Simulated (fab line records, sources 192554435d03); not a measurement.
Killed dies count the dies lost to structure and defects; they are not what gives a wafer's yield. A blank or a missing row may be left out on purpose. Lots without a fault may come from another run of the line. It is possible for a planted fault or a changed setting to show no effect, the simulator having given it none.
Chamber matching :: flow n5_finfet :: N5_STI_FIN_REVEAL_ALD_00 on ald_sin-03 has 4 sister chambers
The step deposits SiO2, target thk 1 nm, pulse time 1 s. 4 wafers are shown with their chamber, then 9 later ones without.

== EACH WAFER AND ITS CHAMBER ==
wafer: L084.3
chamber: 1
heater_power_w (W): 508

wafer: L086.1
chamber: 3
heater_power_w (W): 518

wafer: L086.2
chamber: 0
heater_power_w (W): 571

wafer: L086.4
chamber: 2
heater_power_w (W): 514

== WAFERS WHOSE CHAMBER IS MISSING ==
wafer: L089.1
heater_power_w (W): 572

wafer: L089.4
heater_power_w (W): 522

wafer: L089.6
heater_power_w (W): 505

wafer: L094.2
heater_power_w (W): 486

wafer: L094.3
heater_power_w (W): 592

wafer: L094.5
heater_power_w (W): 505

wafer: L096.2
heater_power_w (W): 594

wafer: L096.3
heater_power_w (W): 507

wafer: L096.4
heater_power_w (W): 517

== CHAMBER TAKEN BY EACH ==
wafer: L089.1
from the rows above: 0
in truth: 0

wafer: L089.4
from the rows above: can't be placed: 3 or 2 or 1
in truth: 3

wafer: L089.6
from the rows above: can't be placed: 1 or 2 or 3
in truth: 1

wafer: L094.2
from the rows above: can't be placed: 1 or 2 or 3
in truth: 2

wafer: L094.3
from the rows above: 0
in truth: 0

wafer: L094.5
from the rows above: can't be placed: 1 or 2 or 3
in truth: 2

wafer: L096.2
from the rows above: 0
in truth: 0

wafer: L096.3
from the rows above: can't be placed: 1 or 2 or 3
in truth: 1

wafer: L096.4
from the rows above: can't be placed: 3 or 2 or 1
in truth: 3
Correctly placed: 3 of 9. Unplaceable from these rows: 6, with the true chamber sitting among the candidates in 6. Wrongly placed: 0.
How it was worked out, from the rows above alone: a wafer's distance from a chamber is the root of the sum, over the readings, of the square of ((its reading less the chamber's mean) divided by the reading's scatter). The wafer belongs to the nearest chamber; if the next one is less than 2 further off, it can't be placed. For every chamber, the mean is computed from those of its wafers that are shown. The scatter: with one shown wafer a chamber, the root of the mean of the squares of how far each hidden wafer lies from its nearest shown one.
